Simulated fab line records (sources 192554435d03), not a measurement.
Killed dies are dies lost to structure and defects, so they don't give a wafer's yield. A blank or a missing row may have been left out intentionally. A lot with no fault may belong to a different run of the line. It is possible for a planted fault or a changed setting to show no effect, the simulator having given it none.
Matching of chambers || flow n5 finfet || 3 sister chambers for N5_BEOL_M10_CURE_71 on uv cure-03
The step cures SiCOH lowk, time 240 s. 6 wafers are shown with their chamber, then 10 later ones without.

== WAFERS, EACH WITH ITS CHAMBER ==
{"wafer": "L078.2", "chamber": 2, "wafer_temp_C_max": 386.4, "lamp power pct (%)": 52.29}
{"wafer": "L078.3", "chamber": 2, "wafer_temp_C_max": 386.9, "lamp power pct (%)": 52.33}
{"wafer": "L087.5", "chamber": 0, "wafer_temp_C_max": 386.8, "lamp power pct (%)": 52.32}
{"wafer": "L087.6", "chamber": 0, "wafer_temp_C_max": 387.9, "lamp power pct (%)": 52.18}
{"wafer": "L091.1", "chamber": 1, "wafer_temp_C_max": 386.0, "lamp power pct (%)": 52.30}
{"wafer": "L091.5", "chamber": 1, "wafer_temp_C_max": 386.2, "lamp power pct (%)": 52.33}

== WAFERS WHOSE CHAMBER IS MISSING ==
{"wafer": "L091.6", "wafer_temp_C_max": 386.2, "lamp power pct (%)": 52.18}
{"wafer": "L094.2", "wafer_temp_C_max": 387.1, "lamp power pct (%)": 52.31}
{"wafer": "L094.4", "wafer_temp_C_max": 386.7, "lamp power pct (%)": 52.35}
{"wafer": "L094.6", "wafer_temp_C_max": 387.4, "lamp power pct (%)": 52.32}
{"wafer": "L095.1", "wafer_temp_C_max": 386.9, "lamp power pct (%)": 52.30}
{"wafer": "L095.2", "wafer_temp_C_max": 386.8, "lamp power pct (%)": 52.34}
{"wafer": "L095.3", "wafer_temp_C_max": 386.4, "lamp power pct (%)": 52.25}
{"wafer": "L095.4", "wafer_temp_C_max": 387.4, "lamp power pct (%)": 52.29}
{"wafer": "L095.5", "wafer_temp_C_max": 387.3, "lamp power pct (%)": 52.26}
{"wafer": "L095.6", "wafer_temp_C_max": 386.0, "lamp power pct (%)": 52.33}

== WHICH CHAMBER EACH WENT THROUGH ==
{"wafer": "L091.6", "from the rows above": "can't be placed: 1 or 2 or 0", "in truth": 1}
{"wafer": "L094.2", "from the rows above": "can't be placed: 2 or 0 or 1", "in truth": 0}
{"wafer": "L094.4", "from the rows above": "can't be placed: 2 or 1 or 0", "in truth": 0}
{"wafer": "L094.6", "from the rows above": "can't be placed: 0 or 2 or 1", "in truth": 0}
{"wafer": "L095.1", "from the rows above": "can't be placed: 2 or 0 or 1", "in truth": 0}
{"wafer": "L095.2", "from the rows above": "can't be placed: 2 or 1 or 0", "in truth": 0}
{"wafer": "L095.3", "from the rows above": "can't be placed: 2 or 1 or 0", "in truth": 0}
{"wafer": "L095.4", "from the rows above": "can't be placed: 0 or 2 or 1", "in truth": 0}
{"wafer": "L095.5", "from the rows above": "can't be placed: 0 or 2", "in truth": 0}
{"wafer": "L095.6", "from the rows above": "can't be placed: 1 or 2", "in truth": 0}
Correctly placed: 0 of 10. These rows do not allow placing 10 (true chamber among the candidates in 9). 0 placed wrongly.
How it was worked out, from the rows above alone: a wafer's distance from a chamber is the root of the sum, over the readings, of the square of ((its reading less the chamber's mean) divided by the reading's scatter). The wafer belongs to the nearest chamber; if the next one is less than 2 further off, it can't be placed. The mean given for a chamber averages the wafers shown for that chamber. The scatter: the root of (the sum of the squares of (reading less its chamber's mean) over the shown wafers, divided by (wafers less chambers)).
